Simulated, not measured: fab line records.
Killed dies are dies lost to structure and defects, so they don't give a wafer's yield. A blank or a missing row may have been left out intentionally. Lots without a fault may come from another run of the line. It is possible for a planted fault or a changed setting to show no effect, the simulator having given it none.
fab line records | flow n5Finfet
record: lots: 24 wafers: 72 lastDay: 17
route steps=1938 shown BEOL_M3@998
lots that met no fault: from a run of the same line without faults
startH: start of the lot's first displayed wafer, in hours after the record's first day | waitH: hours since the lot's step before | " same as the row above | L1.1+2: a single row standing in for several wafers | - no value present, or no start provided | * or withheld: withheld | < > ~ a bound
route shown NAME@n: names a module that has steps shown in the file, with the first one's number in the route | usual: the fault-free wafers' mean and standard deviation | same: alike in all rows | chamber/n: place in a boat | sites: readings site by site | _std_site: standard deviation of those values | _edge_site: mean of outer sites minus mean of inner sites | radiusMm: for every site, how far away it sits from the centre of the wafer | mask NAME#n: copy n | behind: tool/chamber where the wafer was last shaped | hold: the reason the lot was held/the length of the hold in hours/how it ended | device: names the non-switching transistor (n, p or np) | end of line: at the end of the route, the tests of the same wafers | a step given without rows: its recipe and nothing more | killed: dies that structure and defects cost at the first sort, which is not the same as the wafer's yield | map: a wafer's dies, x killed, . not, _ none there
set.NAME: the setting the step ran with; set.NAME@STEP: the setting that earlier step ran with | model.NAME: the simulator's own value behind a step, which no gauge read
steps of the route over a sample of lots; a table a step, a row a wafer
services: from which hour (startH, from the record's first day; less than 0 if before it) a tool's chamber was out of use, for how many hours, and why
== steps ==
step: N5_BEOL_M3_SPUTTER_81
recipe: material: Cu targetThkA: 45 tempC: -20 chamberPressurePa: 0.07 powerW: withheld timeS: 8.29
usual: chuckGasFlowSccm: 1.27/0.048 substrateTempC: -20.00/0.1 susceptorTempC: -20.00/0.11 throttleValvePct: 29.7/0.89
columns lot.wafer tool chamber startH waitH chuckGasFlowSccm substrateTempC susceptorTempC throttleValvePct
L074.1 pvdSputter-01 - 148.58 0.1 1.33 -19.95 -20.18 29.6
L074.4 " - " " 1.33 -20.12 -19.95 28.0
L074.6 " - " " 1.27 -20.03 -19.94 29.7
L075.1 pvdSputter-01 - 155.55 0.1 1.26 -20.02 -19.86 29.8
L075.4 " - " " 1.26 -20.00 -20.05 30.0
L075.6 " - " " 1.28 -20.02 -19.93 29.6
L076.2 pvdSputter-02 - 157.06 0.1 1.30 -20.03 -19.87 30.4
L076.3 " - " " 1.25 -19.85 -20.05 29.6
L076.4 " - " " 1.34 -20.04 -20.16 31.1
L077.2 pvdSputter-03 - 172.38 0.1 1.27 -20.07 -19.87 31.3
L077.3 " - " " 1.21 -19.93 -20.13 29.5
L077.5 " - " " 1.28 -20.11 -20.01 28.8
L078.1 pvdSputter-03 - 183.33 0.1 1.34 -19.96 -19.95 31.4
L078.2 " - " " 1.25 -20.15 -20.04 28.5
L078.3 " - " " 1.25 -19.95 -20.01 29.6
L079.3 pvdSputter-02 - 183.49 0.1 1.35 -19.81 -19.86 30.0
L079.4 " - " " 1.27 -19.72 -20.22 29.8
L079.5 " - " " 1.24 -20.09 -20.25 31.3
L080.2 pvdSputter-02 - 185.33 0.1 1.32 -19.96 -20.10 31.1
L080.3 " - " " 1.28 -19.96 -20.00 30.3
L080.6 " - " " 1.22 -19.96 -19.91 30.3
L081.2 pvdSputter-03 - 193.87 0.1 1.30 -19.98 -19.93 31.3
L081.3 " - " " 1.31 -20.09 -20.07 29.0
L081.4 " - " " 1.29 -19.93 -19.89 29.2
L082.1 pvdSputter-01 - 193.90 0.1 1.28 -20.12 -19.83 29.3
L082.4 " - " " 1.31 -19.98 -19.90 30.3
L082.5 " - " " 1.31 -19.90 -19.80 29.9
L083.1 pvdSputter-01 - 197.38 0.1 1.29 -19.79 -19.96 30.0
L083.5 " - " " 1.27 -19.95 -20.14 29.8
L083.6 " - " " 1.20 -19.98 -19.79 29.8
L084.1 pvdSputter-03 - 209.03 0.1 1.33 -20.09 -20.01 31.3
L084.2 " - " " 1.26 -20.20 -19.99 28.8
L084.4 " - " " 1.29 -19.90 -20.11 29.3
L086.1 pvdSputter-01 - 228.79 0.1 1.28 -20.08 -20.17 28.1
L086.2 " - " " 1.32 -19.90 -20.15 29.5
L086.4 " - " " 1.28 -19.99 -20.08 29.9
L085.3 pvdSputter-02 - 230.11 0.1 1.24 -20.02 -20.01 29.3
L085.4 " - " " 1.31 -19.90 -19.86 30.3
L085.5 " - " " 1.27 -19.90 -19.90 30.5
L087.2 pvdSputter-03 - 232.25 0.1 1.30 -19.83 -20.13 31.4
L087.4 " - " " 1.18 -20.06 -20.09 28.9
L087.5 " - " " 1.17 -19.79 -19.97 29.4
L088.3 pvdSputter-02 - 234.41 0.1 1.39 -20.09 -19.95 30.1
L088.4 " - " " 1.19 -20.04 -19.93 29.3
L088.5 " - " " 1.34 -19.72 -19.93 29.7
L089.1 pvdSputter-03 - 239.19 0.1 1.27 -19.88 -20.03 28.7
L089.2 " - " " 1.30 -19.92 -19.87 29.0
L089.6 " - " " 1.17 -19.95 -20.01 28.8
L090.1 pvdSputter-03 - 242.22 0.1 1.26 -19.91 -20.11 31.4
L090.4 " - " " 1.32 -20.01 -20.11 29.1
L090.5 " - " " 1.28 -19.97 -19.81 31.3
L091.3 pvdSputter-01 - 246.52 0.1 1.30 -19.98 -19.98 30.0
L091.4 " - " " 1.26 -20.02 -20.02 29.9
L091.5 " - " " 1.28 -20.04 -20.01 27.9
L092.1 pvdSputter-01 - 258.13 0.1 1.32 -19.93 -20.17 29.9
L092.2 " - " " 1.25 -20.16 -19.99 29.8
L092.5 " - " " 1.21 -19.66 -20.24 29.9
L093.3 pvdSputter-01 - 271.27 0.1 1.25 -19.90 -20.12 29.3
L093.4 " - " " 1.38 -19.98 -20.07 29.9
L093.6 " - " " 1.19 -20.05 -19.90 28.1
L094.1 pvdSputter-01 - 274.99 0.1 1.32 -20.06 -20.09 29.2
L094.4 " - " " 1.26 -20.10 -20.00 29.8
L094.5 " - " " 1.24 -19.97 -20.04 29.6
L095.1 pvdSputter-02 - 281.43 0.1 1.17 -20.16 -20.10 30.4
L095.4 " - " " 1.20 -20.03 -20.03 31.2
L095.6 " - " " 1.19 -19.91 -20.08 30.5
L096.3 pvdSputter-03 - 283.16 0.1 1.34 -20.05 -20.02 31.3
L096.5 " - " " 1.26 -20.05 -20.03 29.0
L096.6 " - " " 1.33 -19.93 -20.05 29.4
L097.1 pvdSputter-03 - 286.86 0.1 1.22 -20.08 -19.93 29.5
L097.2 " - " " 1.33 -19.95 -20.04 28.6
L097.5 " - " " 1.28 -20.02 -20.05 29.1
step: N5_BEOL_M3_ANNEAL_82
recipe: tempC: 400 timeS: 240 ambient: vacuum
usual: heaterPowerW: 814/65 susceptorTempC: 399.99/0.24
columns lot.wafer tool chamber startH waitH heaterPowerW susceptorTempC
L074.1 pvdSputter-01 - 148.66 0.0 752 400.11
L074.4 " - " " 862 400.12
L074.6 " - " " 801 400.20
L075.1 pvdSputter-01 - 155.63 0.0 767 399.99
L075.4 " - " " 907 400.38
L075.6 " - " " 763 400.09
L076.2 pvdSputter-02 - 157.14 0.0 892 400.24
L076.3 " - " " 885 399.74
L076.4 " - " " 903 400.41
L077.2 pvdSputter-03 - 172.46 0.0 838 399.94
L077.3 " - " " 694 399.88
L077.5 " - " " 782 399.78
L078.1 pvdSputter-03 - 183.41 0.0 840 399.95
L078.2 " - " " 740 399.72
L078.3 " - " " 702 399.82
L079.3 pvdSputter-02 - 183.57 0.0 893 399.77
L079.4 " - " " 883 399.93
L079.5 " - " " 915 399.75
L080.2 pvdSputter-02 - 185.41 0.0 900 399.93
L080.3 " - " " 883 399.97
L080.6 " - " " 905 400.16
L081.2 pvdSputter-03 - 193.95 0.0 822 399.81
L081.3 " - " " 794 400.05
L081.4 " - " " 705 399.90
L082.1 pvdSputter-01 - 193.98 0.0 813 399.90
L082.4 " - " " 913 399.84
L082.5 " - " " 887 400.12
L083.1 pvdSputter-01 - 197.46 0.0 897 400.15
L083.5 " - " " 738 400.30
L083.6 " - " " 780 400.07
L084.1 pvdSputter-03 - 209.11 0.0 828 399.63
L084.2 " - " " 755 399.89
L084.4 " - " " 794 400.40
L086.1 pvdSputter-01 - 228.87 0.0 845 399.96
L086.2 " - " " 784 399.51
L086.4 " - " " 887 400.24
L085.3 pvdSputter-02 - 230.19 0.0 789 400.01
L085.4 " - " " 904 400.18
L085.5 " - " " 879 400.02
L087.2 pvdSputter-03 - 232.33 0.0 850 400.28
L087.4 " - " " 735 399.96
L087.5 " - " " 706 400.35
L088.3 pvdSputter-02 - 234.49 0.0 915 399.81
L088.4 " - " " 775 399.82
L088.5 " - " " 908 399.77
L089.1 pvdSputter-03 - 239.27 0.0 812 400.11
L089.2 " - " " 753 399.53
L089.6 " - " " 774 399.77
L090.1 pvdSputter-03 - 242.30 0.0 822 400.07
L090.4 " - " " 800 400.22
L090.5 " - " " 856 400.16
L091.3 pvdSputter-01 - 246.60 0.0 912 400.07
L091.4 " - " " 752 399.96
L091.5 " - " " 831 399.75
L092.1 pvdSputter-01 - 258.21 0.0 912 399.65
L092.2 " - " " 763 399.84
L092.5 " - " " 898 400.17
L093.3 pvdSputter-01 - 271.35 0.0 786 400.38
L093.4 " - " " 777 399.53
L093.6 " - " " 836 400.08
L094.1 pvdSputter-01 - 275.07 0.0 788 399.75
L094.4 " - " " 897 400.16
L094.5 " - " " 772 400.19
L095.1 pvdSputter-02 - 281.51 0.0 905 400.15
L095.4 " - " " 900 399.98
L095.6 " - " " 886 400.16
L096.3 pvdSputter-03 - 283.24 0.0 832 399.93
L096.5 " - " " 738 399.62
L096.6 " - " " 698 399.93
L097.1 pvdSputter-03 - 286.94 0.0 690 400.11
L097.2 " - " " 742 400.25
L097.5 " - " " 814 399.75
step: N5_BEOL_M3_SPUTTER_92
recipe: material: Cu targetThkA: 45 tempC: -20 chamberPressurePa: 0.07 powerW: withheld timeS: 8.29
usual: chuckGasFlowSccm: 1.26/0.053 substrateTempC: -20.00/0.1 susceptorTempC: -19.99/0.09 throttleValvePct: 29.6/0.93
columns lot.wafer tool chamber startH waitH chuckGasFlowSccm substrateTempC susceptorTempC throttleValvePct
L074.1 pvdSputter-01 - 149.46 0.1 1.26 -20.07 -20.03 29.9
L074.4 " - " " 1.25 -19.91 -20.02 28.1
L074.6 " - " " 1.26 -20.05 -20.08 29.3
L075.1 pvdSputter-01 - 156.43 0.1 1.20 -19.99 -20.01 29.6
L075.4 " - " " 1.27 -20.31 -19.96 30.0
L075.6 " - " " 1.21 -20.14 -20.12 29.9
L076.2 pvdSputter-02 - 157.94 0.1 1.22 -19.88 -20.00 30.3
L076.3 " - " " 1.16 -20.06 -20.00 29.8
L076.4 " - " " 1.25 -19.98 -20.10 31.2
L077.2 pvdSputter-03 - 173.26 0.1 1.27 -20.04 -20.09 31.6
L077.3 " - " " 1.26 -20.01 -19.99 29.4
L077.5 " - " " 1.27 -19.89 -19.76 29.1
L078.1 pvdSputter-03 - 184.21 0.1 1.27 -20.00 -19.93 31.6
L078.2 " - " " 1.26 -20.07 -19.93 28.8
L078.3 " - " " 1.30 -20.23 -19.79 29.5
L079.3 pvdSputter-02 - 184.37 0.1 1.32 -19.86 -19.93 30.2
L079.4 " - " " 1.31 -19.97 -20.06 29.6
L079.5 " - " " 1.26 -20.00 -19.97 31.1
L080.2 pvdSputter-02 - 186.21 0.1 1.33 -19.87 -20.03 31.2
L080.3 " - " " 1.25 -20.04 -19.84 30.2
L080.6 " - " " 1.21 -19.92 -19.91 30.7
L081.2 pvdSputter-03 - 194.75 0.1 1.37 -19.95 -20.02 31.7
L081.3 " - " " 1.22 -19.88 -20.10 29.0
L081.4 " - " " 1.23 -20.04 -20.01 29.2
L082.1 pvdSputter-01 - 194.78 0.1 1.27 -19.88 -19.98 29.3
L082.4 " - " " 1.30 -19.93 -20.13 29.9
L082.5 " - " " 1.28 -19.93 -19.96 30.1
L083.1 pvdSputter-01 - 198.26 0.1 1.24 -19.98 -20.04 30.0
L083.5 " - " " 1.30 -19.86 -19.98 29.6
L083.6 " - " " 1.21 -19.93 -20.03 29.5
L084.1 pvdSputter-03 - 209.91 0.1 1.33 -20.09 -19.95 31.4
L084.2 " - " " 1.21 -19.78 -20.10 28.9
L084.4 " - " " 1.22 -19.96 -19.91 28.9
L086.1 pvdSputter-01 - 229.67 0.1 1.33 -20.15 -19.90 28.1
L086.2 " - " " 1.34 -20.17 -19.99 29.5
L086.4 " - " " 1.27 -19.85 -19.90 29.9
L085.3 pvdSputter-02 - 230.99 0.1 1.33 -20.00 -19.89 29.2
L085.4 " - " " 1.29 -20.10 -19.99 30.1
L085.5 " - " " 1.28 -20.05 -20.02 29.9
L087.2 pvdSputter-03 - 233.13 0.1 1.30 -20.11 -20.10 31.5
L087.4 " - " " 1.30 -20.06 -20.07 28.8
L087.5 " - " " 1.17 -20.23 -19.87 29.5
L088.3 pvdSputter-02 - 235.29 0.1 1.26 -20.07 -20.10 30.2
L088.4 " - " " 1.28 -20.01 -20.00 29.6
L088.5 " - " " 1.38 -20.05 -20.00 29.7
L089.1 pvdSputter-03 - 240.07 0.1 1.29 -20.05 -19.88 29.1
L089.2 " - " " 1.16 -20.09 -19.93 29.0
L089.6 " - " " 1.13 -19.93 -19.85 29.1
L090.1 pvdSputter-03 - 243.10 0.1 1.43 -19.94 -20.07 31.2
L090.4 " - " " 1.20 -20.15 -19.89 28.7
L090.5 " - " " 1.24 -19.94 -19.92 31.4
L091.3 pvdSputter-01 - 247.40 0.1 1.26 -19.99 -19.90 29.8
L091.4 " - " " 1.25 -19.94 -20.02 29.7
L091.5 " - " " 1.27 -19.99 -20.15 28.1
L092.1 pvdSputter-01 - 259.01 0.1 1.22 -19.96 -20.07 29.8
L092.2 " - " " 1.28 -20.12 -20.07 29.7
L092.5 " - " " 1.29 -19.91 -20.07 30.1
L093.3 pvdSputter-01 - 272.15 0.1 1.33 -20.02 -19.92 29.3
L093.4 " - " " 1.35 -20.03 -19.96 29.8
L093.6 " - " " 1.32 -20.12 -19.97 28.1
L094.1 pvdSputter-01 - 275.87 0.1 1.23 -19.91 -20.09 29.5
L094.4 " - " " 1.25 -20.00 -19.86 29.8
L094.5 " - " " 1.21 -19.90 -19.96 29.7
L095.1 pvdSputter-02 - 282.31 0.1 1.23 -19.98 -19.85 30.3
L095.4 " - " " 1.32 -19.87 -19.79 31.0
L095.6 " - " " 1.24 -19.94 -19.88 30.2
L096.3 pvdSputter-03 - 284.04 0.1 1.29 -19.96 -20.07 31.7
L096.5 " - " " 1.21 -19.78 -19.93 28.8
L096.6 " - " " 1.25 -20.11 -20.07 29.3
L097.1 pvdSputter-03 - 287.74 0.1 1.22 -19.98 -20.14 29.4
L097.2 " - " " 1.26 -20.04 -20.10 28.8
L097.5 " - " " 1.27 -19.98 -19.90 28.5
step: N5_BEOL_M3_ANNEAL_95
recipe: tempC: 400 timeS: 240 ambient: vacuum
usual: heaterPowerW: 813/65 susceptorTempC: 400.00/0.23
columns lot.wafer tool chamber startH waitH heaterPowerW susceptorTempC
L074.1 pvdSputter-01 - 149.76 0.0 753 400.37
L074.4 " - " " 863 400.17
L074.6 " - " " 795 400.02
L075.1 pvdSputter-01 - 156.73 0.0 755 400.33
L075.4 " - " " 894 399.78
L075.6 " - " " 739 400.32
L076.2 pvdSputter-02 - 158.24 0.0 900 399.76
L076.3 " - " " 902 399.76
L076.4 " - " " 900 399.98
L077.2 pvdSputter-03 - 173.56 0.0 822 400.04
L077.3 " - " " 710 400.04
L077.5 " - " " 787 400.09
L078.1 pvdSputter-03 - 184.51 0.0 853 400.01
L078.2 " - " " 765 400.26
L078.3 " - " " 689 400.17
L079.3 pvdSputter-02 - 184.67 0.0 932 400.19
L079.4 " - " " 883 400.22
L079.5 " - " " 878 400.00
L080.2 pvdSputter-02 - 186.51 0.0 886 399.69
L080.3 " - " " 900 399.67
L080.6 " - " " 891 400.21
L081.2 pvdSputter-03 - 195.05 0.0 815 400.27
L081.3 " - " " 809 399.94
L081.4 " - " " 703 399.95
L082.1 pvdSputter-01 - 195.08 0.0 794 400.07
L082.4 " - " " 894 399.94
L082.5 " - " " 908 400.19
L083.1 pvdSputter-01 - 198.56 0.0 905 400.36
L083.5 " - " " 772 400.41
L083.6 " - " " 791 399.57
L084.1 pvdSputter-03 - 210.21 0.0 835 400.01
L084.2 " - " " 757 400.25
L084.4 " - " " 806 399.96
L086.1 pvdSputter-01 - 229.97 0.0 889 400.04
L086.2 " - " " 779 400.00
L086.4 " - " " 898 400.10
L085.3 pvdSputter-02 - 231.29 0.0 793 400.33
L085.4 " - " " 899 399.94
L085.5 " - " " 908 400.19
L087.2 pvdSputter-03 - 233.43 0.0 826 400.01
L087.4 " - " " 760 400.09
L087.5 " - " " 711 399.81
L088.3 pvdSputter-02 - 235.59 0.0 892 399.58
L088.4 " - " " 792 399.57
L088.5 " - " " 870 400.10
L089.1 pvdSputter-03 - 240.37 0.0 819 399.98
L089.2 " - " " 752 400.19
L089.6 " - " " 747 399.99
L090.1 pvdSputter-03 - 243.40 0.0 815 399.90
L090.4 " - " " 795 400.19
L090.5 " - " " 822 399.57
L091.3 pvdSputter-01 - 247.70 0.0 906 400.00
L091.4 " - " " 729 399.90
L091.5 " - " " 840 399.58
L092.1 pvdSputter-01 - 259.31 0.0 895 399.74
L092.2 " - " " 755 399.79
L092.5 " - " " 899 399.72
L093.3 pvdSputter-01 - 272.45 0.0 780 400.23
L093.4 " - " " 764 400.06
L093.6 " - " " 845 399.71
L094.1 pvdSputter-01 - 276.17 0.0 787 400.23
L094.4 " - " " 891 400.42
L094.5 " - " " 741 399.96
L095.1 pvdSputter-02 - 282.61 0.0 908 400.21
L095.4 " - " " 902 399.49
L095.6 " - " " 870 400.07
L096.3 pvdSputter-03 - 284.34 0.0 836 399.83
L096.5 " - " " 745 400.22
L096.6 " - " " 694 400.19
L097.1 pvdSputter-03 - 288.04 0.0 707 400.35
L097.2 " - " " 752 400.13
L097.5 " - " " 808 399.94
step: N5_BEOL_M3_THK_MEAS_53
recipe: thkMeasGauge: xrf reads: Cu_of_BEOL_M3_ECD_50
usual: M3_THK: 39.4/1.8
columns lot.wafer tool chamber startH waitH M3_THK[nm]
L074.1 filmMetro-02 - 150.69 - 38.2
L074.4 " - " " 38.8
L074.6 " - " " 39.1
L075.1 filmMetro-02 - 157.68 - 40.0
L075.4 " - " " 42.2
L075.6 " - " " 41.7
L076.2 filmMetro-02 - 159.17 - 41.0
L076.3 " - " " 37.0
L076.4 " - " " 37.7
L077.2 filmMetro-01 - 174.49 - 40.7
L077.3 " - " " 39.3
L077.5 " - " " 39.2
L078.1 filmMetro-02 - 185.43 - 38.3
L078.2 " - " " 38.7
L078.3 " - " " 38.8
L079.3 filmMetro-01 - 185.59 - 38.1
L079.4 " - " " 39.3
L079.5 " - " " 43.5
L080.2 filmMetro-01 - 187.43 - 39.7
L080.3 " - " " 39.3
L080.6 " - " " 36.6
L081.2 filmMetro-02 - 195.97 - 39.4
L081.3 " - " " 37.7
L081.4 " - " " 39.8
L082.1 filmMetro-01 - 196.01 - 39.6
L082.4 " - " " 38.4
L082.5 " - " " 40.7
L083.1 filmMetro-01 - 199.51 - 38.5
L083.5 " - " " 39.1
L083.6 " - " " 36.3
L084.1 filmMetro-01 - 211.14 - 38.5
L084.2 " - " " 38.5
L084.4 " - " " 39.2
L086.1 filmMetro-02 - 230.89 - 37.7
L086.2 " - " " 38.3
L086.4 " - " " 38.6
L085.3 filmMetro-01 - 232.40 - 40.0
L085.4 " - " " 37.7
L085.5 " - " " 39.4
L087.2 filmMetro-02 - 234.61 - 38.8
L087.4 " - " " 40.3
L087.5 " - " " 40.4
L088.3 filmMetro-02 - 236.63 - 40.4
L088.4 " - " " 40.0
L088.5 " - " " 40.4
L089.1 filmMetro-01 - 241.35 - 37.3
L089.2 " - " " 37.2
L089.6 " - " " 40.1
L090.1 filmMetro-02 - 244.33 - 36.5
L090.4 " - " " 38.1
L090.5 " - " " 38.8
L091.3 filmMetro-01 - 248.64 - 39.8
L091.4 " - " " 43.1
L091.5 " - " " 42.1
L092.1 filmMetro-02 - 260.23 - 40.8
L092.2 " - " " 41.3
L092.5 " - " " 42.9
L093.3 filmMetro-02 - 273.37 - 35.0
L093.4 " - " " 39.1
L093.6 " - " " 39.3
L094.1 filmMetro-02 - 277.11 - 36.4
L094.4 " - " " 37.5
L094.5 " - " " 39.3
L095.1 filmMetro-02 - 283.55 - 37.9
L095.4 " - " " 42.2
L095.6 " - " " 41.6
L096.3 filmMetro-01 - 285.64 - 42.8
L096.5 " - " " 41.9
L096.6 " - " " 43.8
L097.1 filmMetro-01 - 288.96 - 41.2
L097.2 " - " " 40.3
L097.5 " - " " 42.8
step: N5_BEOL_M3_CO_CAP_55
recipe: material: Co targetThkA: 20 tempC: 200 precursor: CCTBA/H2 pressureTorr: 30 timeS: 102.1
usual: heaterPowerW: 231/24 susceptorTempC: 200.00/0.16
columns lot.wafer tool chamber startH waitH heaterPowerW susceptorTempC
L074.1 cvdCo-02 2 150.77 0.0 234 199.88
L074.4 " 1 " " 224 200.13
L074.6 " 0 " " 226 200.00
L075.1 cvdCo-01 1 157.76 0.0 212 200.00
L075.4 " 1 " " 215 199.95
L075.6 " 0 " " 213 200.08
L076.2 cvdCo-02 2 159.25 0.0 241 200.20
L076.3 " 1 " " 223 199.96
L076.4 " 2 " " 242 200.10
L077.2 cvdCo-01 2 174.56 0.0 278 199.99
L077.3 " 1 " " 212 199.99
L077.5 " 1 " " 214 199.92
L078.1 cvdCo-01 0 185.51 0.0 217 199.90
L078.2 " 1 " " 217 200.33
L078.3 " 2 " " 276 200.22
L079.3 cvdCo-02 0 185.67 0.0 223 200.03
L079.4 " 0 " " 220 200.01
L079.5 " 2 " " 235 199.95
L080.2 cvdCo-01 2 187.51 0.0 274 199.93
L080.3 " 0 " " 208 200.11
L080.6 " 0 " " 207 200.04
L081.2 cvdCo-01 1 196.07 0.0 213 199.69
L081.3 " 0 " " 211 199.93
L081.4 " 1 " " 211 199.98
L082.1 cvdCo-02 2 196.08 0.0 238 199.83
L082.4 " 2 " " 233 199.95
L082.5 " 0 " " 219 199.70
L083.1 cvdCo-02 2 199.58 0.0 241 200.20
L083.5 " 0 " " 218 200.28
L083.6 " 2 " " 237 199.96
L084.1 cvdCo-01 2 211.22 0.0 279 199.89
L084.2 " 1 " " 212 200.17
L084.4 " 0 " " 210 199.91
L086.1 cvdCo-01 2 230.97 0.0 282 199.88
L086.2 " 0 " " 214 200.19
L086.4 " 2 " " 278 199.89
L085.3 cvdCo-01 2 232.48 0.0 281 200.01
L085.4 " 2 " " 273 200.14
L085.5 " 1 " " 212 200.01
L087.2 cvdCo-02 2 234.69 0.0 237 200.21
L087.4 " 0 " " 229 199.91
L087.5 " 1 " " 226 199.93
L088.3 cvdCo-01 0 236.71 0.0 214 200.04
L088.4 " 2 " " 272 199.90
L088.5 " 0 " " 214 200.28
L089.1 cvdCo-02 2 241.55 0.0 235 200.07
L089.2 " 0 " " 221 199.84
L089.6 " 2 " " 240 199.99
L090.1 cvdCo-01 0 244.40 0.0 211 199.93
L090.4 " 2 " " 268 200.19
L090.5 " 1 " " 211 199.83
L091.3 cvdCo-01 0 248.72 0.0 212 200.22
L091.4 " 2 " " 269 200.17
L091.5 " 0 " " 212 200.14
L092.1 cvdCo-02 0 260.31 0.0 226 200.01
L092.2 " 2 " " 231 200.14
L092.5 " 1 " " 223 200.15
L093.3 cvdCo-01 2 273.45 0.0 275 199.83
L093.4 " 0 " " 214 199.72
L093.6 " 2 " " 279 199.71
L094.1 cvdCo-01 2 277.18 0.0 279 199.92
L094.4 " 0 " " 207 199.97
L094.5 " 1 " " 211 199.50
L095.1 cvdCo-01 1 283.63 0.0 213 199.87
L095.4 " 0 " " 215 200.06
L095.6 " 2 " " 271 199.73
L096.3 cvdCo-01 2 285.72 0.0 274 199.81
L096.5 " 0 " " 207 200.05
L096.6 " 2 " " 279 200.03
L097.1 cvdCo-01 0 289.04 0.0 207 199.93
L097.2 " 2 " " 279 200.10
L097.5 " 0 " " 209 199.77
== services ==
columns tool chamber startH hours kind
pvdSputter-01 - 157.09 9.9 repair
cvdCo-02 - 218.36 0.3 repair
cvdCo-01 - 241.24 2.8 pm
== key ==
fault none
